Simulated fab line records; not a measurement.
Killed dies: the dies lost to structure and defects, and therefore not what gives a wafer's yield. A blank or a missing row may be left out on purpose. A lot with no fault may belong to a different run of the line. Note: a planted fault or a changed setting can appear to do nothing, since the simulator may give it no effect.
fab line records -- flow n5-finfet
record: lots: 10, wafers: 27, last-day: 19
route steps=1938 shown BEOL_M0_SAQP@649 BEOL_M4@1111
lots untouched by any fault: they come from a run of this same line in which no faults occurred
start-h: the number of hours between the record's first day and the start of the first shown wafer of the lot -- wait-h: time in hours since the lot's previous step -- " the same as in the row above -- L1.1+2: one row covering several wafers at once -- - no value present, or no start provided -- * or withheld: withheld -- < > ~ a bound
route shown NAME@n: a module of which the file shows steps, and the number in the route of the first -- usual: the fault-free wafers' mean and standard deviation -- same: alike in all rows -- chamber/n: place in a boat -- sites: per-site readings -- _std_site: how widely they spread, as a standard deviation -- _edge_site: outer sites' mean less inner sites' -- radius-mm: for every site, how far away it sits from the centre of the wafer -- mask NAME#n: copy n -- behind: the last tool/chamber to shape the wafer -- hold: reason for holding the lot/hours on hold/outcome of the hold -- device: the transistor (n, p or np) that didn't switch -- end of line: the same wafers' tests at the end of the route -- a step with no rows: only its recipe -- killed: count of dies lost to structure and defects at first sort (not the wafer's yield) -- map: a wafer's dies, marking killed ones x, the rest . and places with no die _
set.NAME: the run value of the setting; set.NAME@STEP: its run value at that earlier step -- model.NAME: the simulator's own value behind a step, which no gauge read
one table for each step of the route and one row for each wafer, over a sample of lots
services: when a tool's chamber went out of use (start-h, in hours from the record's first day, below 0 if earlier), for how many hours, and the reason
== steps ==
step: N5_BEOL_M0_SAQP_CD_MEAS_14
recipe: target-cd-nm: 42.5, landing-energy-ev: 500, detector: se-inlens
usual: cd-nm: 42.6/0.4
lot.wafer,tool,chamber,start-h,wait-h,cd-nm
L664.2,cd-sem-02,0,119.24,-,41.4
L664.5,cd-sem-02,0,119.24,-,42.5
L664.6,cd-sem-02,0,119.24,-,42.6
L667.4,cd-sem-02,0,133.59,-,42.3
L667.5,cd-sem-02,0,133.59,-,42.6
L667.6,cd-sem-02,0,133.59,-,42.5
L668.1,cd-sem-02,0,139.44,-,43.3
L668.3,cd-sem-02,0,139.44,-,42.8
L668.4,cd-sem-02,0,139.44,-,42.8
L677.1,cd-sem-02,0,193.80,-,42.1
L677.3,cd-sem-02,0,193.80,-,41.9
L677.5,cd-sem-02,0,193.80,-,42.5
L678.2,cd-sem-02,0,198.63,-,42.9
L678.3,cd-sem-02,0,198.63,-,42.0
L678.6,cd-sem-02,0,198.63,-,43.0
L681.2,cd-sem-01,0,219.38,-,42.1
L681.4,cd-sem-01,0,219.38,-,41.8
L681.6,cd-sem-01,0,219.38,-,42.5
L682.5,cd-sem-01,0,224.35,-,42.9
L682.6,cd-sem-01,0,224.35,-,42.8
L683.2,cd-sem-01,0,231.69,-,42.6
L683.5,cd-sem-01,0,231.69,-,43.4
L685.1,cd-sem-01,0,238.77,-,42.3
L685.3,cd-sem-01,0,238.77,-,42.7
L685.5,cd-sem-01,0,238.77,-,42.6
L686.4,cd-sem-02,0,246.68,-,43.1
L686.5,cd-sem-02,0,246.68,-,42.9
step: N5_BEOL_M0_SAQP_STRIP_115
recipe: chemistry: post-etch-residue-remover, time-s: 60, temp-c: 25, remover-ph: withheld, remover-water-wt-pct: withheld, remover-fluoride-wt-pct: withheld
usual: run-length-s: 67.1/2.1, temp-c: 25.01/0.1
lot.wafer,tool,chamber,start-h,wait-h,run-length-s,temp-c
L664.2,wet-bench-01,7,119.77,-,66.7,24.98
L664.5,wet-bench-01,2,119.77,-,66.1,24.78
L664.6,wet-bench-01,6,119.77,-,66.5,25.08
L667.4,wet-bench-05,4,134.14,-,65.3,25.08
L667.5,wet-bench-05,5,134.14,-,66.9,25.16
L667.6,wet-bench-05,3,134.14,-,66.6,25.07
L668.1,wet-bench-01,4,139.97,-,66.4,24.99
L668.3,wet-bench-01,1,139.97,-,66.3,24.87
L668.4,wet-bench-01,0,139.97,-,66.6,25.13
L677.1,wet-bench-05,7,194.33,-,-,-
L677.3,wet-bench-05,2,194.33,-,-,-
L677.5,wet-bench-05,0,194.33,-,-,-
L678.2,wet-bench-03,3,199.15,-,-,-
L678.3,wet-bench-03,1,199.15,-,-,-
L678.6,wet-bench-03,4,199.15,-,-,-
L681.2,wet-bench-01,1,219.91,-,66.2,24.90
L681.4,wet-bench-01,6,219.91,-,66.6,25.00
L681.6,wet-bench-01,2,219.91,-,65.9,25.02
L682.5,wet-bench-05,7,224.95,-,65.5,25.06
L682.6,wet-bench-05,6,224.95,-,65.5,25.09
L683.2,wet-bench-03,4,232.49,-,72.2,25.06
L683.5,wet-bench-03,5,232.49,-,72.1,25.24
L685.1,wet-bench-03,4,239.60,-,71.5,25.00
L685.3,wet-bench-03,3,239.60,-,71.8,25.08
L685.5,wet-bench-03,2,239.60,-,72.5,24.78
L686.4,wet-bench-03,2,248.10,-,72.8,24.90
L686.5,wet-bench-03,1,248.10,-,72.8,24.94
step: N5_BEOL_M0_SAQP_SPACER1_ETCHBACK_99
recipe: chemistry: CHF3/O2, mode: anisotropic-etchback, target: SiO2, target-depth-a: 154, time-s: 7.7, pressure-mtorr: 30, source-w: 650, bias-w: 170, Ar_flow_sccm: 200, CHF3_flow_sccm: 50, O2_flow_sccm: 5, ion-energy-ev: 200
usual: drypump-motor-current-A: 5.4/0.46, mfc-ar-sccm: 200.0/0.67, oes_ar_750_au: 0.82/0.094, oes-product-au: 0.82/0.097, rf-fwd-power-W: 645.1/2.4, rf-vpp-V: 528/13, showerhead-plenum-p-Torr: 2.39/0.082, throttle-valve-pct: 18.92/0.26
lot.wafer,tool,chamber,start-h,wait-h,drypump-motor-current-A,mfc-ar-sccm,oes_ar_750_au,oes-product-au,rf-fwd-power-W,rf-hours-counter-h,rf-vpp-V,showerhead-plenum-p-Torr,throttle-valve-pct
L664.2,rie-diel-04,3,120.69,0.3,6.4,200.2,0.78,0.77,645.3,127,516,2.41,19.04
L664.5,rie-diel-04,0,120.69,0.3,5.3,199.8,0.98,0.97,646.8,-,537,2.48,18.98
L664.6,rie-diel-04,1,120.69,0.3,5.7,199.7,0.80,0.80,642.9,-,534,2.41,18.87
L667.4,rie-diel-01,0,135.10,0.3,5.3,200.3,0.67,0.68,648.9,-,536,2.24,19.10
L667.5,rie-diel-01,2,135.10,0.3,5.4,200.2,0.94,0.97,644.0,-,552,2.35,18.51
L667.6,rie-diel-01,1,135.10,0.3,5.1,199.8,0.74,0.75,641.8,-,528,2.34,19.34
L668.1,rie-diel-01,0,140.90,0.3,5.4,200.0,0.67,0.67,647.8,253,536,2.24,19.10
L668.3,rie-diel-01,1,140.90,0.3,5.1,199.2,0.75,0.75,644.1,144,528,2.34,19.34
L668.4,rie-diel-01,0,140.90,0.3,5.4,199.0,0.67,0.67,649.3,-,536,2.24,19.10
L677.1,rie-diel-03,3,195.26,0.3,6.2,200.7,0.84,0.83,646.5,54,526,2.38,19.10
L677.3,rie-diel-03,0,195.26,0.3,5.0,200.5,0.92,0.93,641.7,29,514,2.55,18.66
L677.5,rie-diel-03,2,195.26,0.3,5.1,200.3,0.82,0.81,641.4,-,516,2.44,19.01
L678.2,rie-diel-03,2,201.34,0.3,5.0,199.2,0.82,0.82,639.9,111,515,2.44,19.00
L678.3,rie-diel-03,1,201.34,0.3,5.6,199.8,0.72,0.73,644.9,205,530,2.37,19.06
L678.6,rie-diel-03,1,201.34,0.3,5.6,199.6,0.72,0.73,645.1,-,531,2.37,19.07
L681.2,rie-diel-03,3,220.86,0.3,6.2,199.2,0.84,0.82,647.4,59,526,2.38,19.09
L681.4,rie-diel-03,0,220.86,0.3,5.0,200.1,0.91,0.91,645.9,35,515,2.55,18.67
L681.6,rie-diel-03,3,220.86,0.3,6.2,199.9,0.83,0.81,645.7,-,523,2.38,19.10
L682.5,rie-diel-04,2,226.01,0.2,4.7,200.4,0.70,0.69,643.7,-,507,2.26,18.75
L682.6,rie-diel-04,1,226.01,0.2,5.6,199.4,0.77,0.79,639.6,-,534,2.40,18.91
L683.2,rie-diel-01,1,233.44,0.3,5.1,200.8,0.72,0.72,645.9,176,529,2.33,19.39
L683.5,rie-diel-01,2,233.44,0.3,5.4,201.1,0.86,0.88,648.9,-,552,2.33,18.57
L685.1,rie-diel-01,2,241.11,0.3,5.5,198.7,0.87,0.89,647.5,44,554,2.33,18.58
L685.3,rie-diel-01,0,241.11,0.3,5.3,200.0,0.90,0.94,647.1,13,544,2.52,18.68
L685.5,rie-diel-01,2,241.11,0.3,5.4,199.0,0.87,0.88,647.1,-,552,2.33,18.59
L686.4,rie-diel-04,3,249.23,0.4,6.4,200.2,0.75,0.73,643.8,165,516,2.40,19.10
L686.5,rie-diel-04,1,249.23,0.4,5.7,200.0,0.76,0.77,643.3,-,533,2.39,18.92
step: N5_BEOL_M0_SAQP_MANDREL1_REMOVE_100
recipe: chemistry: HBr/Cl2/O2, bt-time-s: 10, target: a-Si, stop-on: SiNx, endpoint: OES-SiCl, over-etch-frac: 0.85, icp-w: 600, bias-w: 30, HBr_flow_sccm: 150, Cl2_flow_sccm: 80, O2_flow_sccm: 5, pressure-mtorr: 10
usual: drypump-motor-current-A: 5.6/0.49, he-backside-leak-sccm: 2.71/0.2, oes-product-au: 1.004/0.014, rf-fwd-power-W: 596.7/2, throttle-valve-pct: 36.5/0.34
lot.wafer,tool,chamber,start-h,wait-h,drypump-motor-current-A,he-backside-leak-sccm,oes-product-au,rf-fwd-power-W,rf-hours-counter-h,throttle-valve-pct
L664.2,rie-si-04,2,120.78,0.1,5.0,2.78,1.021,599.4,195,36.4
L664.5,rie-si-04,1,120.78,0.1,5.2,2.96,0.979,595.8,-,36.8
L664.6,rie-si-04,2,120.78,0.1,5.0,2.76,1.024,598.6,-,36.4
L667.4,rie-si-04,1,135.19,0.1,5.2,2.90,0.978,599.7,-,36.8
L667.5,rie-si-04,3,135.19,0.1,5.7,2.66,1.011,599.0,-,36.2
L667.6,rie-si-04,0,135.19,0.1,5.7,2.80,1.020,599.4,-,36.6
L668.1,rie-si-04,0,140.98,0.1,5.7,2.65,1.022,595.8,166,36.6
L668.3,rie-si-04,3,140.98,0.1,5.7,2.62,1.007,597.5,7,36.1
L668.4,rie-si-04,3,140.98,0.1,5.7,2.61,1.012,595.3,-,36.2
L677.1,rie-si-05,3,195.34,0.1,6.3,2.84,1.000,597.7,128,36.4
L677.3,rie-si-05,1,195.34,0.1,5.2,2.82,1.001,598.6,181,36.4
L677.5,rie-si-05,0,195.34,0.1,5.5,2.86,1.003,595.7,-,36.9
L678.2,rie-si-05,1,201.43,0.1,5.2,2.62,1.010,595.8,182,36.4
L678.3,rie-si-05,0,201.43,0.1,5.5,2.59,1.000,596.5,96,36.9
L678.6,rie-si-05,0,201.43,0.1,5.5,2.67,0.992,593.8,-,36.9
L681.2,rie-si-05,3,220.95,0.1,6.3,3.12,0.997,597.7,128,36.5
L681.4,rie-si-05,0,220.95,0.1,5.5,2.98,1.006,596.3,96,36.9
L681.6,rie-si-05,0,220.95,0.1,5.5,3.09,1.005,593.3,-,36.9
L682.5,rie-si-05,1,226.10,0.1,5.2,2.75,1.004,596.9,-,36.4
L682.6,rie-si-05,2,226.10,0.1,5.1,2.55,1.005,598.3,-,35.8
L683.2,rie-si-05,0,233.56,0.1,5.5,3.06,1.011,593.7,97,36.9
L683.5,rie-si-05,2,233.56,0.1,5.1,2.54,1.008,601.7,-,35.8
L685.1,rie-si-06,0,241.20,0.1,5.8,2.51,1.018,594.1,146,36.8
L685.3,rie-si-06,2,241.20,0.1,6.7,2.44,1.007,594.7,152,36.2
L685.5,rie-si-06,0,241.20,0.1,5.7,2.49,1.027,594.3,-,36.8
L686.4,rie-si-04,0,249.33,0.1,5.6,2.72,1.011,595.6,168,36.6
L686.5,rie-si-04,3,249.33,0.1,5.7,2.66,1.008,594.9,-,36.2
step: N5_BEOL_M4_RC_MEAS_101
usual: DIBL_N: 36.5/2.2, DIBL_P: 36.9/2.9, IOFF_N: 0.17/0.044, IOFF_P: 0.22/0.052, ION_N: 671/16, ION_P: 461/10, SS_N: 71.6/0.73, SS_P: 73.5/0.79, VT_N: 250/4.1, VT_P: -250/4.1
lot.wafer,tool,chamber,start-h,wait-h,DIBL_N[mV/V],DIBL_P[mV/V],IOFF_N[nA/um],IOFF_P[nA/um],ION_N[uA/um],ION_P[uA/um],SS_N[mV/dec],SS_P[mV/dec],VT_N[mV],VT_P[mV]
L664.2,prober-02,0,196.53,0.2,35.9,36.2,0.15,0.21,666,459,70.7,73.0,249,-249
L664.5,prober-02,0,196.53,0.2,36.7,36.3,0.15,0.20,656,453,71.3,73.7,250,-252
L664.6,prober-02,0,196.53,0.2,35.2,36.0,0.14,0.21,664,461,71.9,73.2,253,-248
L668.1,prober-02,0,207.74,0.0,36.2,37.7,0.19,0.27,680,476,71.6,73.3,245,-245
L668.3,prober-02,0,207.74,0.0,35.3,36.1,0.17,0.24,671,462,70.7,73.0,249,-247
L668.4,prober-02,0,207.74,0.0,36.0,37.1,0.16,0.24,668,467,71.7,74.0,251,-249
L667.4,prober-02,0,209.55,0.5,35.4,33.8,0.14,0.16,645,443,71.9,72.2,251,-253
L667.5,prober-02,0,209.55,0.5,36.6,36.8,0.15,0.21,653,449,72.1,73.5,252,-249
L667.6,prober-02,0,209.55,0.5,31.5,31.6,0.09,0.14,640,446,70.9,71.8,257,-253
L677.1,prober-02,0,268.56,0.0,37.9,38.3,0.17,0.21,665,449,72.2,73.9,251,-253
L677.3,prober-02,0,268.56,0.0,35.5,35.7,0.13,0.18,670,458,71.1,73.5,252,-253
L677.5,prober-02,0,268.56,0.0,36.0,36.9,0.14,0.20,668,454,71.4,73.4,254,-252
L678.2,prober-01,0,291.34,0.4,38.2,39.8,0.20,0.26,690,471,72.4,74.4,245,-245
L678.3,prober-01,0,291.34,0.4,38.2,39.8,0.20,0.25,684,468,72.4,73.7,249,-249
L678.6,prober-01,0,291.34,0.4,37.2,38.8,0.19,0.24,687,463,72.5,73.9,245,-248
L681.2,prober-01,0,297.22,0.2,32.5,32.7,0.11,0.14,658,455,69.8,71.9,252,-255
L681.4,prober-01,0,297.22,0.2,40.5,41.8,0.22,0.26,677,461,72.3,75.3,247,-249
L681.6,prober-01,0,297.22,0.2,35.3,35.7,0.14,0.18,657,453,70.3,73.5,251,-253
L682.5,prober-02,0,297.47,0.6,34.6,34.3,0.13,0.16,652,445,71.5,72.7,253,-253
L682.6,prober-02,0,297.47,0.6,36.5,37.3,0.18,0.20,669,453,71.7,73.7,245,-250
L683.2,prober-02,0,315.73,0.2,35.1,34.2,0.16,0.24,682,478,71.1,72.9,251,-243
L683.5,prober-02,0,315.73,0.2,40.6,41.2,0.31,0.38,707,487,72.5,74.8,241,-238
L685.1,prober-01,0,317.82,0.0,35.3,35.5,0.14,0.18,666,461,70.9,73.1,250,-252
L685.3,prober-01,0,317.82,0.0,38.1,38.7,0.18,0.23,674,463,71.7,74.3,247,-249
L685.5,prober-01,0,317.82,0.0,37.8,39.4,0.17,0.25,668,461,71.4,74.4,248,-252
L686.4,prober-01,0,340.80,0.5,40.2,42.9,0.23,0.29,669,456,72.3,74.7,248,-247
L686.5,prober-01,0,340.80,0.5,42.3,44.0,0.28,0.33,702,471,73.4,75.0,242,-243
== services ==
tool,chamber,start-h,hours,kind
rie-diel-04,2,96.27,15.7,repair
rie-si-05,2,98.46,6.1,repair
rie-diel-01,2,99.32,-,clean
rie-diel-01,2,99.32,-,consumable-replace:focus-ring
rie-diel-01,2,99.32,21.5,scheduled-down
rie-diel-01,2,99.32,21.5,vent-cycle
rie-diel-01,3,128.89,-,clean
rie-diel-01,3,128.89,-,consumable-replace:focus-ring
rie-diel-01,3,128.89,24.4,scheduled-down
rie-diel-01,3,128.89,24.4,vent-cycle
rie-si-04,2,133.11,-,clean
rie-si-05,-,133.79,0.1,repair
rie-diel-04,-,136.35,1.1,repair
rie-si-06,2,139.66,1.6,repair
rie-diel-04,0,152.81,8.1,repair
rie-diel-04,-,167.56,0.5,repair
wet-bench-01,-,176.12,3.6,repair
rie-si-04,2,177.00,1.5,repair
rie-si-04,3,202.34,7.4,repair
rie-si-06,1,214.65,134.4,repair
rie-diel-01,0,223.37,15.1,repair
rie-diel-01,3,232.64,22.4,repair
rie-si-06,-,233.98,0.5,repair
rie-diel-03,-,244.35,28.1,pm
== key ==
first-sign: step: N5_BEOL_M0_SAQP_STRIP_115, reading: tool-record, direction: missing
effect none on later readings
met-at N5_BEOL_M0_SAQP_STRIP_115
struck-lots L677,L678
baseline-loss: step: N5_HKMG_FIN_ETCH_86, wafers: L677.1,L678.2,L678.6
not-acting-at N5_BEOL_M0_SAQP_CD_MEAS_14,N5_BEOL_M0_SAQP_SPACER1_ETCHBACK_99,N5_BEOL_M0_SAQP_MANDREL1_REMOVE_100
onset-between 134.14 194.33
fault: kind: skipped-step-whole, tool: wet-bench-03,wet-bench-05, chamber: -, onset-h: 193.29, steps: N5_BEOL_M0_SAQP_STRIP_115, scope: struck-lots-only
baseline-loss: these wafers lose ten dies or more at that step, a loss of the line's own and not of a fault; the sort's usual values leave them out
